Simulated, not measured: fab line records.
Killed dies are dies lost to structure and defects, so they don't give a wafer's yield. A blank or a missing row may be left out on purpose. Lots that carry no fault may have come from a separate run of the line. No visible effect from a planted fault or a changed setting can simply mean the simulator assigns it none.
Chamber matching | flow nand harc | NHARC_A_SGD_CUT_DEP_00 on pecvd-01: 3 sister chambers
The step deposits SiNx, target thk 50 nm. 6 wafers are shown with their chamber, then 7 later ones without.

## WAFERS PAIRED WITH THEIR CHAMBERS
wafer  | chamber | heater power w (W)
L078.3 | 0       | 692
L078.6 | 2       | 768
L084.3 | 2       | 759
L084.4 | 1       | 799
L085.1 | 1       | 760
L085.3 | 0       | 683

## WAFERS WHOSE CHAMBER IS MISSING
wafer  | heater power w (W)
L085.4 | 713
L086.3 | 756
L086.4 | 751
L086.6 | 784
L089.3 | 693
L089.5 | 822
L089.6 | 731

## WHICH CHAMBER EACH WENT THROUGH
wafer  | from the rows above          | in truth
L085.4 | can't be placed: 0 or 2      | 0
L086.3 | can't be placed: 2 or 1      | 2
L086.4 | can't be placed: 2 or 1      | 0
L086.6 | can't be placed: 1 or 2      | 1
L089.3 | 0                            | 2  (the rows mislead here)
L089.5 | can't be placed: 1 or 2      | 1
L089.6 | can't be placed: 2 or 0 or 1 | 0
Placed correctly: 0 of 7. From these rows, 6 cannot be placed; in 5 the true chamber is one of the candidates. Wrongly placed: 1.
How it was worked out, from the rows above alone: a wafer's distance from a chamber is the root of the sum, over the readings, of the square of ((its reading less the chamber's mean) divided by the reading's scatter). If the next closest chamber is less than 2 further off than the closest, the wafer can't be placed; otherwise it belongs to the closest. A chamber's mean is the mean of its shown wafers. The scatter: take each reading less its chamber's mean, square it, sum over the shown wafers, divide by the number of wafers less the number of chambers, and take the root.
